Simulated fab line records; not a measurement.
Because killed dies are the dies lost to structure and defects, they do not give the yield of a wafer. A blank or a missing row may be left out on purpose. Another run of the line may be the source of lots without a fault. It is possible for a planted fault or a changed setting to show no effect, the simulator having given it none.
Tool commonality check || flow nand-harc || Sample size 12 lots and 36 wafers

== WHY IT WAS OPENED ==
On 3 of the 12 lots, a flag is raised at NHARC_END_SORT_01 on the reading killed-at-other. Fault-free wafers read 0.7, with a standard deviation of 0.88.
Rule: a lot is flagged when every wafer of it that has a number lies more than 4 standard deviations from that mean, or none has a number. The rest of the lots are taken to be sound.

{"lot": "L176", "measured": "day 19 19:25", "on": "prober-01", "killed-at-other, wafer by wafer": "1 2 1", "flag": ""}
{"lot": "L178", "measured": "day 20 03:09", "on": "prober-02", "killed-at-other, wafer by wafer": "0 0 0", "flag": ""}
{"lot": "L177", "measured": "day 20 03:12", "on": "prober-01", "killed-at-other, wafer by wafer": "0 0 1", "flag": ""}
{"lot": "L181", "measured": "day 20 19:28", "on": "prober-01", "killed-at-other, wafer by wafer": "2 0 1", "flag": ""}
{"lot": "L185", "measured": "day 22 02:26", "on": "prober-02", "killed-at-other, wafer by wafer": "1 1 0", "flag": ""}
{"lot": "L189", "measured": "day 23 16:56", "on": "prober-01", "killed-at-other, wafer by wafer": "644 652 643", "flag": "FLAGGED"}
{"lot": "L190", "measured": "day 23 17:41", "on": "prober-02", "killed-at-other, wafer by wafer": "662 656 663", "flag": "FLAGGED"}
{"lot": "L192", "measured": "day 24 05:43", "on": "prober-02", "killed-at-other, wafer by wafer": "632 640 631", "flag": "FLAGGED"}
{"lot": "L197", "measured": "day 25 01:59", "on": "prober-01", "killed-at-other, wafer by wafer": "0 0 0", "flag": ""}
{"lot": "L196", "measured": "day 25 10:22", "on": "prober-02", "killed-at-other, wafer by wafer": "0 0 0", "flag": ""}
{"lot": "L194", "measured": "day 25 10:31", "on": "prober-01", "killed-at-other, wafer by wafer": "0 0 0", "flag": ""}
{"lot": "L198", "measured": "day 25 18:10", "on": "prober-02", "killed-at-other, wafer by wafer": "0 1 0", "flag": ""}
Flagged lots average 647.0: +646.3 relative to the usual, that is +99 or more standard deviations.

== LOT BY LOT: THE TOOL USED ==
Before the reading, the record contains 4 process steps out of a 1159-step route. Each cell gives the tool, then ch followed by the chambers the sampled wafers passed through, then the start.
{"lot": "L176", "flag": "", "NHARC_THIN_TSV_DEP_43": "pecvd-04 ch 0,1,2, day 18 22:45", "NHARC_THIN_TSV_STRIP_45": "plasma-asher-01 ch 0,1, day 19 00:39", "NHARC_THIN_TSV_ETCHBACK_48": "rie-diel-03 ch 0,1,3, day 19 01:53", "NHARC_THIN_TSV_PVD_51": "pvd-sputter-03, day 19 02:40"}
{"lot": "L178", "flag": "", "NHARC_THIN_TSV_DEP_43": "pecvd-02 ch 0,2, day 18 23:59", "NHARC_THIN_TSV_STRIP_45": "plasma-asher-01 ch 0,1, day 19 01:42", "NHARC_THIN_TSV_ETCHBACK_48": "rie-diel-03 ch 0,1,3, day 19 02:55", "NHARC_THIN_TSV_PVD_51": "pvd-sputter-02, day 19 03:49"}
{"lot": "L177", "flag": "", "NHARC_THIN_TSV_DEP_43": "pecvd-02 ch 0,1, day 19 03:48", "NHARC_THIN_TSV_STRIP_45": "plasma-asher-02 ch 0,1, day 19 05:41", "NHARC_THIN_TSV_ETCHBACK_48": "rie-diel-03 ch 2,3, day 19 06:56", "NHARC_THIN_TSV_PVD_51": "pvd-sputter-02, day 19 07:43"}
{"lot": "L181", "flag": "", "NHARC_THIN_TSV_DEP_43": "pecvd-02 ch 0,1,2, day 19 21:28", "NHARC_THIN_TSV_STRIP_45": "plasma-asher-02 ch 0,1, day 19 23:23", "NHARC_THIN_TSV_ETCHBACK_48": "rie-diel-06 ch 0,1,2, day 20 00:37", "NHARC_THIN_TSV_PVD_51": "pvd-sputter-02, day 20 01:20"}
{"lot": "L185", "flag": "", "NHARC_THIN_TSV_DEP_43": "pecvd-01 ch 1,2, day 21 06:06", "NHARC_THIN_TSV_STRIP_45": "plasma-asher-02 ch 0,1, day 21 08:09", "NHARC_THIN_TSV_ETCHBACK_48": "rie-diel-03 ch 0,2,3, day 21 09:22", "NHARC_THIN_TSV_PVD_51": "pvd-sputter-03, day 21 10:07"}
{"lot": "L189", "flag": "FLAGGED", "NHARC_THIN_TSV_DEP_43": "pecvd-04 ch 0,1,2, day 23 01:41", "NHARC_THIN_TSV_STRIP_45": "plasma-asher-02 ch 0,1, day 23 03:21", "NHARC_THIN_TSV_ETCHBACK_48": "rie-diel-06 ch 0,2,3, day 23 04:40", "NHARC_THIN_TSV_PVD_51": "pvd-sputter-01, day 23 05:22"}
{"lot": "L190", "flag": "FLAGGED", "NHARC_THIN_TSV_DEP_43": "pecvd-04 ch 0,1, day 23 00:25", "NHARC_THIN_TSV_STRIP_45": "plasma-asher-01 ch 0,1, day 23 02:16", "NHARC_THIN_TSV_ETCHBACK_48": "rie-diel-06 ch 0,1,2, day 23 03:30", "NHARC_THIN_TSV_PVD_51": "pvd-sputter-02, day 23 04:16"}
{"lot": "L192", "flag": "FLAGGED", "NHARC_THIN_TSV_DEP_43": "pecvd-02 ch 0,2, day 23 11:36", "NHARC_THIN_TSV_STRIP_45": "plasma-asher-01 ch 0,1, day 23 13:41", "NHARC_THIN_TSV_ETCHBACK_48": "rie-diel-06 ch 0,1,2, day 23 14:53", "NHARC_THIN_TSV_PVD_51": "pvd-sputter-01, day 23 15:52"}
{"lot": "L197", "flag": "", "NHARC_THIN_TSV_DEP_43": "pecvd-02 ch 1,2, day 24 07:09", "NHARC_THIN_TSV_STRIP_45": "plasma-asher-01 ch 0,1, day 24 09:09", "NHARC_THIN_TSV_ETCHBACK_48": "rie-diel-03 ch 0,1,3, day 24 10:31", "NHARC_THIN_TSV_PVD_51": "pvd-sputter-03, day 24 11:14"}
{"lot": "L196", "flag": "", "NHARC_THIN_TSV_DEP_43": "pecvd-01 ch 2, day 24 05:44", "NHARC_THIN_TSV_STRIP_45": "plasma-asher-02 ch 0, day 24 07:37", "NHARC_THIN_TSV_ETCHBACK_48": "rie-diel-03 ch 0,1, day 24 08:59", "NHARC_THIN_TSV_PVD_51": "pvd-sputter-02, day 24 09:47"}
{"lot": "L194", "flag": "", "NHARC_THIN_TSV_DEP_43": "pecvd-02 ch 0,1, day 24 12:10", "NHARC_THIN_TSV_STRIP_45": "plasma-asher-02 ch 0,1, day 24 14:01", "NHARC_THIN_TSV_ETCHBACK_48": "rie-diel-03 ch 1,2,3, day 24 15:29", "NHARC_THIN_TSV_PVD_51": "pvd-sputter-03, day 24 16:14"}
{"lot": "L198", "flag": "", "NHARC_THIN_TSV_DEP_43": "pecvd-01 ch 1,2, day 24 13:10", "NHARC_THIN_TSV_STRIP_45": "plasma-asher-02 ch 0,1, day 24 15:02", "NHARC_THIN_TSV_ETCHBACK_48": "rie-diel-06 ch 1,2,3, day 24 16:46", "NHARC_THIN_TSV_PVD_51": "pvd-sputter-03, day 24 17:34"}
What is done by these steps:
- NHARC_THIN_TSV_DEP_43: deposits SiO2, target thk 1328.5 nm.
- NHARC_THIN_TSV_STRIP_45: strips in O2.
- NHARC_THIN_TSV_ETCHBACK_48: etches the open film in C4F8/Ar, target depth 1028.5 nm, time 405.17 s.
- NHARC_THIN_TSV_PVD_51: deposits Cu, target thk 100 nm.
- NHARC_END_SORT_01

== FLAGGED OVER TOTAL, TOOL BY TOOL (the gauges that took the reading come last) ==
{"step": "NHARC_THIN_TSV_DEP_43", "tool": "pecvd-01", "lots run": 3, "flagged": 0, "share of the flagged lots": "none", "sound lots run after its first flagged lot": "-"}
{"step": "NHARC_THIN_TSV_DEP_43", "tool": "pecvd-02", "lots run": 6, "flagged": 1, "share of the flagged lots": "some", "sound lots run after its first flagged lot": "2 (L197,L194)"}
{"step": "NHARC_THIN_TSV_DEP_43", "tool": "pecvd-04", "lots run": 3, "flagged": 2, "share of the flagged lots": "some", "sound lots run after its first flagged lot": 0}
{"step": "NHARC_THIN_TSV_STRIP_45", "tool": "plasma-asher-01", "lots run": 5, "flagged": 2, "share of the flagged lots": "some", "sound lots run after its first flagged lot": "1 (L197)"}
{"step": "NHARC_THIN_TSV_STRIP_45", "tool": "plasma-asher-02", "lots run": 7, "flagged": 1, "share of the flagged lots": "some", "sound lots run after its first flagged lot": "3 (L196,L194,L198)"}
{"step": "NHARC_THIN_TSV_ETCHBACK_48", "tool": "rie-diel-03", "lots run": 7, "flagged": 0, "share of the flagged lots": "none", "sound lots run after its first flagged lot": "-"}
{"step": "NHARC_THIN_TSV_ETCHBACK_48", "tool": "rie-diel-06", "lots run": 5, "flagged": 3, "share of the flagged lots": "all", "sound lots run after its first flagged lot": "1 (L198)"}
{"step": "NHARC_THIN_TSV_PVD_51", "tool": "pvd-sputter-01", "lots run": 2, "flagged": 2, "share of the flagged lots": "some", "sound lots run after its first flagged lot": 0}
{"step": "NHARC_THIN_TSV_PVD_51", "tool": "pvd-sputter-02", "lots run": 5, "flagged": 1, "share of the flagged lots": "some", "sound lots run after its first flagged lot": "1 (L196)"}
{"step": "NHARC_THIN_TSV_PVD_51", "tool": "pvd-sputter-03", "lots run": 5, "flagged": 0, "share of the flagged lots": "none", "sound lots run after its first flagged lot": "-"}
{"step": "NHARC_END_SORT_01", "tool": "prober-01", "lots run": 6, "flagged": 1, "share of the flagged lots": "some", "sound lots run after its first flagged lot": "2 (L197,L194)"}
{"step": "NHARC_END_SORT_01", "tool": "prober-02", "lots run": 6, "flagged": 2, "share of the flagged lots": "some", "sound lots run after its first flagged lot": "2 (L196,L198)"}

== THE TABLE: WHAT IT ALLOWS ==
1 row of the table ran every flagged lot: rie-diel-06 at NHARC_THIN_TSV_ETCHBACK_48.
- rie-diel-06 at NHARC_THIN_TSV_ETCHBACK_48: 3 of its 5 lots flagged. Sound lots followed the first flagged one (L198) on it, something a lasting fault affecting the whole tool could not allow.
Not one row of the table ran every flagged lot while running no sound lot after the first.

== WHAT WAS PUT IN BY THE SIMULATOR ==
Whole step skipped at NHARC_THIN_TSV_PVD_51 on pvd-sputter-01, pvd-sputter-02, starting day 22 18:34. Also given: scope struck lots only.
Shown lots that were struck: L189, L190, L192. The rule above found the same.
